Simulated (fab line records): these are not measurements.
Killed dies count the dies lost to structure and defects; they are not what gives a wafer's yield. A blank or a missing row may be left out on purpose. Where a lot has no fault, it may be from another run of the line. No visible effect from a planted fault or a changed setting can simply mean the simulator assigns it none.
A lot that was struck, set against a sound lot | flow n5_finfet | 16 out of 1938 route steps
Sound: the wafers L106.2, L106.3, L106.5. The struck wafers were L117.1, L117.3, L117.4. Last of all comes the cause.
Order at every step that has rows: each side's tool, ch and its chambers, its first start. Under that, the readings that differ: sound wafers | struck wafers | difference of the means | sigmas: that difference in standard deviations of wafers without a fault.
alike: same words and numbers on both sides, and readings whose means sit less than 2 such deviations apart. not compared: any withheld reading, any reading some wafer has no value for, any bound like >300 that may hide the same value, and any number with overlapping values for which the record gives no deviation.
Wherever a step has rows on one side only, a row that says differs or no value, or a row with sigmas, the two part there. When numbers do not overlap yet have no deviation, they are printed without sigmas and do not part them. A reading missing from all wafers of one side parts the sides only when that side holds two or more wafers.

first, 5 steps without rows for these wafers: N5_BEOL_M4_ANNEAL_49 (time 240 s); N5_BEOL_M4_SPUTTER_79 (material Cu, target thk 4.5 nm, time 8.29 s); N5_BEOL_M4_ANNEAL_80 (time 240 s); N5_BEOL_M4_SPUTTER_81 (material Cu, target thk 4.5 nm, time 8.29 s); N5_BEOL_M4_ANNEAL_82 (time 240 s).
N5_BEOL_M4_SPUTTER_86: material Cu, target thk 4.5 nm, time 8.29 s.
  struck on pvd_sputter-01, day 13 18:32; sound on pvd_sputter-03, day 11 02:01
  alike: throttle_valve_pct
N5_BEOL_M4_ANNEAL_87: time 240 s.
  struck on pvd_sputter-01, day 13 18:37; sound on pvd_sputter-03, day 11 02:06
  alike: heater_power_w, susceptor_temp_C
N5_BEOL_M4_SPUTTER_88: material Cu, target thk 4.5 nm, time 8.29 s.
  struck on pvd_sputter-01, day 13 18:45; sound on pvd_sputter-03, day 11 02:14
  alike: throttle_valve_pct
then, 1 step without rows for these wafers: N5_BEOL_M4_ANNEAL_89 (time 240 s).
N5_BEOL_M4_SPUTTER_90: material Cu, target thk 4.5 nm, time 8.29 s.
  struck on pvd_sputter-01, day 13 18:58; sound on pvd_sputter-03, day 11 02:28
  alike: throttle_valve_pct
N5_BEOL_M4_ANNEAL_91: time 240 s.
  struck on pvd_sputter-01, day 13 19:03; sound on pvd_sputter-03, day 11 02:32
  alike: heater_power_w, susceptor_temp_C
then, 1 step without rows for these wafers: N5_BEOL_M4_SPUTTER_92 (material Cu, target thk 4.5 nm, time 8.29 s).
N5_BEOL_M4_ANNEAL_93: time 240 s.
  struck on pvd_sputter-01, day 13 19:16; sound on pvd_sputter-03, day 11 02:46
  no value came back on the struck wafers for heater_power_w (W), susceptor_temp_C (C); on the sound wafers heater_power_w (W) reads 726 892 721
then, 1 step without rows for these wafers: N5_BEOL_M4_SPUTTER_94 (material Cu, target thk 4.5 nm, time 8.29 s).
N5_BEOL_M4_RC_MEAS_101:
  sound on prober-02 ch 0, day 11 04:28; struck on prober-01 ch 0, day 13 21:16
  alike: DIBL_N, DIBL_P, IOFF_N, IOFF_P, ION_N, ION_P, SS_N, SS_P, VT_N, VT_P
N5_PASSIVATION_PROBE_49:
  the record has rows for the sound wafers here (prober-01, day 15 07:40) and none for the struck ones

## WHERE THEY PART
Last at N5_PASSIVATION_PROBE_49 as far as this record goes, first at N5_BEOL_M4_ANNEAL_93.

WHY: the cause the simulator had injected
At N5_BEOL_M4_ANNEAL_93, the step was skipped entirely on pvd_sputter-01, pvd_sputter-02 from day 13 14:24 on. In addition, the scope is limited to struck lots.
